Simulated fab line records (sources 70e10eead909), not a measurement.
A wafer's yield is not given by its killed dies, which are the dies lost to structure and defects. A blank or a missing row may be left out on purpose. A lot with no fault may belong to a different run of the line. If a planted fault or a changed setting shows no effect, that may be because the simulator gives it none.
Chamber matching / flow nand harc / NHARC_A_STAIRCASE_DESCUM_186 on rie diel-07: 4 sister chambers
The step chemistry O2, time 3 s. 8 wafers are shown with their chamber, then 10 later ones without.

== WAFERS, EACH WITH ITS CHAMBER ==
wafer=L076.1; chamber=1; showerhead plenum p Torr (Torr)=1.90; drypump motor current A (A)=6.0
wafer=L079.2; chamber=1; showerhead plenum p Torr (Torr)=1.90; drypump motor current A (A)=6.0
wafer=L078.3; chamber=0; showerhead plenum p Torr (Torr)=1.89; drypump motor current A (A)=5.1
wafer=L081.1; chamber=2; showerhead plenum p Torr (Torr)=1.80; drypump motor current A (A)=5.6
wafer=L081.3; chamber=3; showerhead plenum p Torr (Torr)=1.98; drypump motor current A (A)=5.8
wafer=L081.5; chamber=0; showerhead plenum p Torr (Torr)=1.89; drypump motor current A (A)=5.1
wafer=L088.3; chamber=3; showerhead plenum p Torr (Torr)=1.97; drypump motor current A (A)=5.8
wafer=L088.4; chamber=2; showerhead plenum p Torr (Torr)=1.79; drypump motor current A (A)=5.7

== WAFERS WITHOUT THEIR CHAMBER ==
wafer=L088.5; showerhead plenum p Torr (Torr)=1.97; drypump motor current A (A)=5.9
wafer=L089.1; showerhead plenum p Torr (Torr)=1.88; drypump motor current A (A)=5.1
wafer=L089.3; showerhead plenum p Torr (Torr)=1.89; drypump motor current A (A)=6.0
wafer=L089.5; showerhead plenum p Torr (Torr)=1.88; drypump motor current A (A)=5.1
wafer=L091.1; showerhead plenum p Torr (Torr)=1.79; drypump motor current A (A)=5.7
wafer=L091.2; showerhead plenum p Torr (Torr)=1.89; drypump motor current A (A)=6.0
wafer=L091.4; showerhead plenum p Torr (Torr)=1.97; drypump motor current A (A)=5.9
wafer=L093.4; showerhead plenum p Torr (Torr)=1.78; drypump motor current A (A)=5.7
wafer=L093.5; showerhead plenum p Torr (Torr)=1.88; drypump motor current A (A)=6.0
wafer=L093.6; showerhead plenum p Torr (Torr)=1.88; drypump motor current A (A)=5.1

== EACH ONE'S CHAMBER ==
wafer=L088.5; from the rows above=3; in truth=3
wafer=L089.1; from the rows above=0; in truth=0
wafer=L089.3; from the rows above=1; in truth=1
wafer=L089.5; from the rows above=0; in truth=0
wafer=L091.1; from the rows above=2; in truth=2
wafer=L091.2; from the rows above=1; in truth=1
wafer=L091.4; from the rows above=3; in truth=3
wafer=L093.4; from the rows above=2; in truth=2
wafer=L093.5; from the rows above=1; in truth=1
wafer=L093.6; from the rows above=0; in truth=0
10 of 10 placed correctly. Not placeable from these rows: 0. Number placed wrongly: 0.
How it was worked out, from the rows above alone: a wafer's distance from a chamber is the root of the sum, over the readings, of the square of ((its reading less the chamber's mean) divided by the reading's scatter). If the next closest chamber is less than 2 further off than the closest, the wafer can't be placed; otherwise it belongs to the closest. A chamber's mean is the mean of its shown wafers. The scatter: take each reading less its chamber's mean, square it, sum over the shown wafers, divide by the number of wafers less the number of chambers, and take the root.
